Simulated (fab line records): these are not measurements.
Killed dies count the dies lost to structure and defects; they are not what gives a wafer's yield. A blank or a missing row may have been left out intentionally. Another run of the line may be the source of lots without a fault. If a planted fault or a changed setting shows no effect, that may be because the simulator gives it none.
Matching of chambers -- flow nand-harc -- pecvd-02 running NHARC_P_CONTACT_DEP_30: 3 sister chambers
The step deposits SiNx, target thk 30 nm. 3 wafers are shown with their chamber, then 8 later ones without.

EACH WAFER AND ITS CHAMBER
wafer,chamber,heater-power-w (W)
L379.5,0,515
L385.5,2,572
L387.3,1,729

WAFERS WITHOUT THEIR CHAMBER
wafer,heater-power-w (W)
L387.5,756
L387.6,589
L390.1,624
L390.2,739
L390.3,593
L394.4,556
L394.5,555
L394.6,729

THE CHAMBER EACH PASSED THROUGH
wafer,from the rows above,in truth
L387.5,1,1
L387.6,2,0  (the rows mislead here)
L390.1,2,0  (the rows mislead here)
L390.2,1,1
L390.3,2,2
L394.4,can't be placed: 2 or 0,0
L394.5,can't be placed: 2 or 0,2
L394.6,1,1
Placed correctly: 4 of 8. Can't be placed from these rows: 2 (the true chamber is among the candidates in 2). 2 placed wrongly.
How it was worked out, from the rows above alone: a wafer's distance from a chamber is the root of the sum, over the readings, of the square of ((its reading less the chamber's mean) divided by the reading's scatter). The wafer belongs to the nearest chamber; if the next one is less than 2 further off, it can't be placed. For every chamber, the mean is computed from those of its wafers that are shown. The scatter (one wafer shown for each chamber): square how far every hidden wafer sits from the nearest shown wafer, average those squares and take the square root.
